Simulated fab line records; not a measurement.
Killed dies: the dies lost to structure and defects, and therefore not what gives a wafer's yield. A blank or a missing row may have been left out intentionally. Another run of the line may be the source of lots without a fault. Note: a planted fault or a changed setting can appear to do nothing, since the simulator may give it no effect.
fab line records -- flow nand-harc
record: lots: 5, wafers: 15, last-day: 24
route steps=1159 shown P_GATE@170 END@1159
lots that met no fault: from a run of the same line without faults
start-h: hours from the record's opening day to when the first of the lot's shown wafers began -- wait-h: how many hours have passed since the lot's step before this one -- " repeats the value in the row above -- L1.1+2: a single row standing in for several wafers -- - no value, or no start was given -- * or withheld: withheld -- < > ~ a bound
route shown NAME@n: a module of which the file shows steps, and the number in the route of the first -- usual: mean/standard deviation taken from wafers without a fault -- same: alike in all rows -- chamber/n: place in a boat -- sites: the reading at each site -- _std_site: their standard deviation -- _edge_site: mean of outer sites minus mean of inner sites -- radius-mm: how far each site lies from the wafer's centre -- mask NAME#n: copy n -- behind: the last tool/chamber to shape the wafer -- hold: why the lot went on hold/how many hours it stayed there/how the hold came to an end -- device: the n, p or np transistor that did not switch -- end of line: tests run on the same wafers once the route is complete -- for a step that has no rows: nothing shown but its recipe -- killed: at the first sort, the dies lost to defects and structure; wafer yield is something else -- map: per-die view of a wafer (x killed, . not killed, _ where there is no die)
set.NAME: the setting that was run; set.NAME@STEP: the one run at that earlier step -- model.NAME: the simulator's own value behind a step, which no gauge read
lots at some steps of the route; a table a step, a row a wafer
services: when a tool's chamber went out of use (start-h, in hours from the record's first day, below 0 if earlier), for how many hours, and the reason
== steps ==
step: NHARC_P_GATE_CD_MEAS_46
recipe: target-cd-nm: 720, landing-energy-ev: 500
usual: cd-nm: 718.2/2.1
lot.wafer,tool,chamber,start-h,wait-h,cd-nm
L391.1,cd-sem-03,0,104.66,-,715.6
L391.2,cd-sem-03,0,104.66,-,716.0
L391.5,cd-sem-03,0,104.66,-,719.8
L394.1,cd-sem-01,0,117.21,-,718.6
L394.5,cd-sem-01,0,117.21,-,715.6
L394.6,cd-sem-01,0,117.21,-,721.2
L395.1,cd-sem-02,0,126.03,-,721.0
L395.3,cd-sem-02,0,126.03,-,715.7
L395.6,cd-sem-02,0,126.03,-,718.6
L403.2,cd-sem-02,0,182.99,-,720.0
L403.4,cd-sem-02,0,182.99,-,720.3
L403.6,cd-sem-02,0,182.99,-,722.3
L410.1,cd-sem-03,0,213.83,-,717.8
L410.2,cd-sem-03,0,213.83,-,716.0
L410.6,cd-sem-03,0,213.83,-,719.0
step: NHARC_P_GATE_HARDBAKE_47
recipe: temp-c: 125, time-s: 80
step: NHARC_P_GATE_DESCUM_48
recipe: time-s: 3, o2-flow-sccm: 200, ar-flow-sccm: 0, bias-power-w: 0, chemistry: O2
usual: chamber-pressure-mTorr: 60.00/0.053, drypump-motor-current-A: 5.6/0.44, oes-product-au: 1.004/0.013, rf-vpp-V: 57.7/0.82, showerhead-plenum-p-Torr: 1.89/0.1, throttle-valve-pct: 11.312/0.01
lot.wafer,tool,chamber,start-h,wait-h,chamber-pressure-mTorr,drypump-motor-current-A,oes-product-au,rf-hours-counter-h,rf-vpp-V,showerhead-plenum-p-Torr,throttle-valve-pct
L391.2,rie-diel-01,2,104.95,-,60.04,6.3,0.997,43,57.5,2.05,11.295
L391.1,rie-diel-01,3,104.95,-,59.91,5.0,1.000,42,57.4,2.02,11.315
L391.5,rie-diel-01,1,104.95,-,60.03,5.2,0.984,-,56.4,1.77,11.325
L394.1,rie-diel-13,2,117.37,-,60.03,5.8,0.995,2,58.4,1.78,11.304
L394.5,rie-diel-13,3,117.37,-,59.92,4.8,1.007,-,58.6,1.78,11.307
L394.6,rie-diel-13,0,117.37,-,60.03,6.1,1.019,-,56.9,1.84,11.317
L395.3,rie-diel-13,1,126.20,-,59.98,5.9,0.995,1,56.5,2.02,11.315
L395.1,rie-diel-13,0,126.20,-,60.00,6.1,1.012,3,58.0,1.84,11.323
L395.6,rie-diel-13,1,126.20,-,60.03,5.9,0.993,-,58.0,2.02,11.320
L403.2,rie-diel-01,3,183.16,-,60.00,5.1,0.977,10,58.2,2.01,11.321
L403.4,rie-diel-01,1,183.16,-,59.95,5.2,0.981,9,57.8,2.07,11.323
L403.6,rie-diel-01,2,183.16,-,59.93,6.3,0.978,-,57.9,2.04,11.319
L410.1,rie-diel-13,3,213.99,-,59.98,4.8,1.004,23,57.2,1.77,11.317
L410.2,rie-diel-13,0,213.99,-,60.01,6.1,1.027,21,57.8,1.84,11.315
L410.6,rie-diel-13,3,213.99,-,59.95,4.8,1.001,-,57.0,1.77,11.318
step: NHARC_P_GATE_IMPLANT_49
recipe: energy-kev: 30, dose-cm2: 3e+15, tilt-deg: 7
step: NHARC_P_GATE_STRIP_111
recipe: power-w: 1500, temp-c: 110, time-s: 250, chemistry: N2/H2
usual: drypump-motor-current-A: 5.62/0.28, heater-power-w: 95/12, rf-refl-power-W: 21.2/2.5
lot.wafer,tool,chamber,start-h,wait-h,drypump-motor-current-A,heater-power-w,rf-hours-counter-h,rf-refl-power-W
L391.2,plasma-asher-02,0,105.46,0.3,5.36,110,29,18.6
L391.1,plasma-asher-02,1,105.46,0.3,6.01,86,29,22.3
L391.5,plasma-asher-02,1,105.46,0.3,5.99,87,-,23.5
L394.1,plasma-asher-02,0,117.76,0.2,5.36,107,34,17.7
L394.5,plasma-asher-02,0,117.76,0.2,5.35,107,-,18.4
L394.6,plasma-asher-02,1,117.76,0.2,5.98,84,-,22.8
L395.1,plasma-asher-02,1,126.69,0.3,6.00,86,39,22.9
L395.3,plasma-asher-02,1,126.69,0.3,6.00,84,-,23.2
L395.6,plasma-asher-02,1,126.69,0.3,6.00,85,-,23.3
L403.2,plasma-asher-01,0,183.79,0.4,5.77,108,26,24.2
L403.4,plasma-asher-01,0,183.79,0.4,5.76,108,-,26.4
L403.6,plasma-asher-01,1,183.79,0.4,5.39,80,-,19.7
L410.2,plasma-asher-02,0,214.36,0.2,5.34,106,7,18.8
L410.1,plasma-asher-02,1,214.36,0.2,5.97,83,7,23.2
L410.6,plasma-asher-02,1,214.36,0.2,5.98,83,-,22.8
step: NHARC_P_GATE_STRIP_75
recipe: power-w: 1500, temp-c: 250, chemistry: O2
usual: drypump-motor-current-A: 5.62/0.28, heater-power-w: 354/46, rf-refl-power-W: 20.9/2.4
lot.wafer,tool,chamber,start-h,wait-h,drypump-motor-current-A,heater-power-w,rf-hours-counter-h,rf-refl-power-W
L391.2,plasma-asher-02,0,105.76,0.3,5.33,393,29,18.2
L391.1,plasma-asher-02,1,105.76,0.3,6.01,315,29,22.5
L391.5,plasma-asher-02,1,105.76,0.3,6.00,314,-,22.7
L394.1,plasma-asher-02,0,118.06,0.2,5.35,414,35,17.9
L394.5,plasma-asher-02,0,118.06,0.2,5.34,405,-,18.6
L394.6,plasma-asher-02,1,118.06,0.2,6.02,323,-,22.6
L395.1,plasma-asher-02,1,126.95,0.2,6.01,324,39,23.0
L395.3,plasma-asher-02,1,126.95,0.2,6.00,319,-,22.7
L395.6,plasma-asher-02,1,126.95,0.2,5.98,324,-,22.8
L403.2,plasma-asher-01,0,184.06,0.2,5.72,407,26,24.5
L403.4,plasma-asher-01,0,184.06,0.2,5.73,400,-,23.7
L403.6,plasma-asher-01,1,184.06,0.2,5.35,300,-,19.4
L410.2,plasma-asher-02,0,214.66,0.2,5.34,385,8,18.9
L410.1,plasma-asher-02,1,214.66,0.2,6.02,302,8,23.2
L410.6,plasma-asher-02,1,214.66,0.2,6.01,311,-,23.0
step: NHARC_P_GATE_STRIP_50
recipe: time-s: 900, temp-c: 130, chemistry: SPM
step: NHARC_P_GATE_DEHYDRATE_51
recipe: temp-c: 150, time-s: 120
step: NHARC_P_GATE_HMDS_52
recipe: time-s: 30
step: NHARC_P_GATE_COAT_53
recipe: spin-rpm: 3000
step: NHARC_P_GATE_SOFTBAKE_54
recipe: temp-c: 122, time-s: 95
step: NHARC_P_GATE_EBR_55
step: NHARC_P_GATE_EXPOSE_56
recipe: na: 0.6, target-cd-nm: 720, dose-mj: 14.81, mask-id: P_PSD
usual: focus-offset-nm: 0.0/0.53
lot.wafer,tool,chamber,start-h,wait-h,mask,focus-offset-nm
L391.1,krf-scanner-02,0,106.41,-,P_PSD#0,-0.9
L391.2,krf-scanner-02,0,106.41,-,P_PSD#0,-0.5
L391.5,krf-scanner-02,0,106.41,-,P_PSD#0,-0.1
L394.1,krf-scanner-04,0,118.83,-,P_PSD#0,0.2
L394.5,krf-scanner-04,0,118.83,-,P_PSD#0,-0.1
L394.6,krf-scanner-04,0,118.83,-,P_PSD#0,0.9
L395.1,krf-scanner-02,0,127.60,-,P_HVN#0,0.4
L395.3,krf-scanner-02,0,127.60,-,P_HVN#0,-0.7
L395.6,krf-scanner-02,0,127.60,-,P_HVN#0,-0.3
L403.2,krf-scanner-02,0,184.82,-,P_PSD#0,-0.4
L403.4,krf-scanner-02,0,184.82,-,P_PSD#0,-0.3
L403.6,krf-scanner-02,0,184.82,-,P_PSD#0,-0.1
L410.1,krf-scanner-04,0,215.43,-,P_PSD#0,-0.8
L410.2,krf-scanner-04,0,215.43,-,P_PSD#0,-0.5
L410.6,krf-scanner-04,0,215.43,-,P_PSD#0,-0.7
step: NHARC_P_GATE_PEB_57
recipe: peb-temp-c: 118, peb-time-s: 85
step: NHARC_P_GATE_DEVELOP_58
recipe: time-s: 70
step: NHARC_P_GATE_CD_MEAS_59
recipe: target-cd-nm: 720, landing-energy-ev: 500
usual: cd-nm: 718.6/1.6
lot.wafer,tool,chamber,start-h,wait-h,cd-nm
L391.1,cd-sem-03,0,106.57,-,716.4
L391.2,cd-sem-03,0,106.57,-,722.0
L391.5,cd-sem-03,0,106.57,-,718.3
L394.1,cd-sem-02,0,118.98,-,719.5
L394.5,cd-sem-02,0,118.98,-,718.8
L394.6,cd-sem-02,0,118.98,-,719.7
L395.1,cd-sem-01,0,127.76,-,-
L395.3,cd-sem-01,0,127.76,-,-
L395.6,cd-sem-01,0,127.76,-,-
L403.2,cd-sem-01,0,184.98,-,718.0
L403.4,cd-sem-01,0,184.98,-,721.7
L403.6,cd-sem-01,0,184.98,-,720.6
L410.1,cd-sem-03,0,215.58,-,720.0
L410.2,cd-sem-03,0,215.58,-,717.1
L410.6,cd-sem-03,0,215.58,-,719.9
step: NHARC_P_GATE_HARDBAKE_60
recipe: temp-c: 125, time-s: 80
step: NHARC_END_SORT_01
recipe: temp-c: 25
usual: killed-at-array: 27/10, killed-at-other: 0.6/0.96, killed-at-periphery: 3.4/2.7, killed-dies: 31/10, killed-open: 2.9/1.8, killed-short: 1.8/1.4
same: gross-dies: 677
lot.wafer,tool,chamber,start-h,wait-h,killed-at-array,killed-at-other,killed-at-periphery,killed-dies,killed-open,killed-short
L395.1,prober-02,0,464.88,2.5,33,2,642,677,5,1
L395.3,prober-02,0,466.48,3.1,24,1,652,677,5,1
L395.6,prober-02,0,468.88,4.0,21,1,655,677,3,1
killed by level:class
L395.1 P_GATE:area-expose=641 A_CHANNEL_HOLE_D1:chamber-film-flake=16 A_CONTACT:chamber-film-flake=7 A_STAIRCASE:chamber-film-flake=6 A_CHANNEL_FILL_D1:geometric-particle:open=2 P_CONTACT:geometric-particle:open=1 A_CHANNEL_FILL_D1:geometric-particle:short=1 A_CONTACT:geometric-particle:open=1
L395.3 P_GATE:area-expose=649 A_CHANNEL_HOLE_D1:chamber-film-flake=11 A_CONTACT:chamber-film-flake=6 P_GATE:geometric-particle:open=2 A_STAIRCASE:chamber-film-flake=2 A_CHANNEL_FILL_D1:geometric-particle:open=1 A_CHANNEL_FILL_D1:geometric-particle:short=1 A_WL_FILL:geometric-particle:open=1
L395.6 P_GATE:area-expose=653 A_CHANNEL_HOLE_D1:chamber-film-flake=12 A_STAIRCASE:chamber-film-flake=4 A_CONTACT:chamber-film-flake=3 P_CONTACT:geometric-particle:open=1 P_M1:geometric-particle:open=1 A_CHANNEL_FILL_D1:geometric-particle:short=1 A_M0:geometric-particle:open=1
map L395.1 (x killed, . not)
____________x____________
_________xxxxxxx_________
_______xxxxxxxxxxx_______
______xxxxxxxxxxxxx______
_____xxxxxxxxxxxxxxx_____
____xxxxxxxxxxxxxxxxx____
____xxxxxxxxxxxxxxxxx____
___xxxxxxxxxxxxxxxxxxx___
___xxxxxxxxxxxxxxxxxxx___
__xxxxxxxxxxxxxxxxxxxxx__
__xxxxxxxxxxxxxxxxxxxxx__
_xxxxxxxxxxxxxxxxxxxxxxx_
_xxxxxxxxxxxxxxxxxxxxxxx_
_xxxxxxxxxxxxxxxxxxxxxxx_
_xxxxxxxxxxxxxxxxxxxxxxx_
_xxxxxxxxxxxxxxxxxxxxxxx_
xxxxxxxxxxxxxxxxxxxxxxxxx
xxxxxxxxxxxxxxxxxxxxxxxxx
xxxxxxxxxxxxxxxxxxxxxxxxx
xxxxxxxxxxxxxxxxxxxxxxxxx
xxxxxxxxxxxxxxxxxxxxxxxxx
_xxxxxxxxxxxxxxxxxxxxxxx_
_xxxxxxxxxxxxxxxxxxxxxxx_
_xxxxxxxxxxxxxxxxxxxxxxx_
_xxxxxxxxxxxxxxxxxxxxxxx_
_xxxxxxxxxxxxxxxxxxxxxxx_
__xxxxxxxxxxxxxxxxxxxxx__
__xxxxxxxxxxxxxxxxxxxxx__
___xxxxxxxxxxxxxxxxxxx___
___xxxxxxxxxxxxxxxxxxx___
____xxxxxxxxxxxxxxxxx____
____xxxxxxxxxxxxxxxxx____
_____xxxxxxxxxxxxxxx_____
______xxxxxxxxxxxxx______
_______xxxxxxxxxxx_______
_________xxxxxxx_________
____________x____________
map L391.2 (x killed, . not)
____________.____________
_________......._________
_______..........._______
______.............______
_____..............._____
____.................____
____.................____
___....x..............___
___...................___
__.....................__
__.....x.............x.__
_......................._
_......................._
_...x..................._
_............x.........._
_.........x............._
.........................
...............x.........
.........................
.........................
.........................
_............x.........._
_x.x...................._
_......................._
_.....x................._
_.x.......x............._
__.....................__
__.........x...........__
___...................___
___...................___
____.................____
____..........x......____
_____.......x......._____
______.......xx....______
_______..........._______
_________......._________
____________.____________
== services ==
tool,chamber,start-h,hours,kind
rie-diel-13,-,99.01,9.0,pm
rie-diel-13,0,99.01,9.0,vent-cycle
rie-diel-13,1,99.01,9.0,vent-cycle
rie-diel-13,2,99.01,9.0,vent-cycle
rie-diel-13,3,99.01,9.0,vent-cycle
plasma-asher-01,-,99.89,9.0,pm
rie-diel-13,0,108.01,-,clean
rie-diel-13,1,108.01,-,clean
rie-diel-13,2,108.01,-,clean
rie-diel-13,3,108.01,-,clean
krf-scanner-04,-,112.77,4.9,repair
rie-diel-13,1,114.66,9.2,repair
rie-diel-01,0,125.14,5.7,repair
krf-scanner-04,-,126.00,4.0,pm
rie-diel-01,-,146.45,9.0,pm
plasma-asher-02,-,149.18,6.1,repair
krf-scanner-02,-,170.53,0.7,repair
plasma-asher-02,-,183.45,9.0,pm
plasma-asher-02,0,183.45,9.0,vent-cycle
plasma-asher-02,1,183.45,9.0,vent-cycle
rie-diel-13,-,187.65,0.8,repair
plasma-asher-02,0,192.45,-,clean
plasma-asher-02,1,192.45,-,clean
krf-scanner-02,-,210.00,4.0,pm
== key ==
first-sign: step: NHARC_P_GATE_EXPOSE_56, reading: mask, direction: changed
effect: step: NHARC_P_GATE_CD_MEAS_59, reading: cd-nm, direction: missing
effect: step: NHARC_END_SORT_01, reading: killed-at-periphery, direction: up, sigmas: 99+, usual: 3.4, struck: 649.7
more-kills-born-at: NHARC_P_GATE_EXPOSE_56@krf-scanner-02: 1943
met-at NHARC_P_GATE_EXPOSE_56
struck-wafers L395.1,L395.3,L395.6
later-rows-left-out L395.1,L395.3,L395.6
tester-left-out L395
onset-between 106.41 127.60
fault: kind: wrong-mask, tool: any, chamber: -, onset-h: 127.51, steps: NHARC_P_GATE_EXPOSE_56, aux-copy: P_HVN#0, scope: struck-lots-only
tester-left-out: of these lots the tester's yield and bins aren't shown, on N5 and GAA mostly nor the transistor test; their killed dies are dies lost to structure and defects alone, not to doping, threshold or leakage, so they don't give the yield
later-rows-left-out: the simulator's readings of these wafers behind a module that went badly wrong aren't trusted and aren't shown, but for the sort
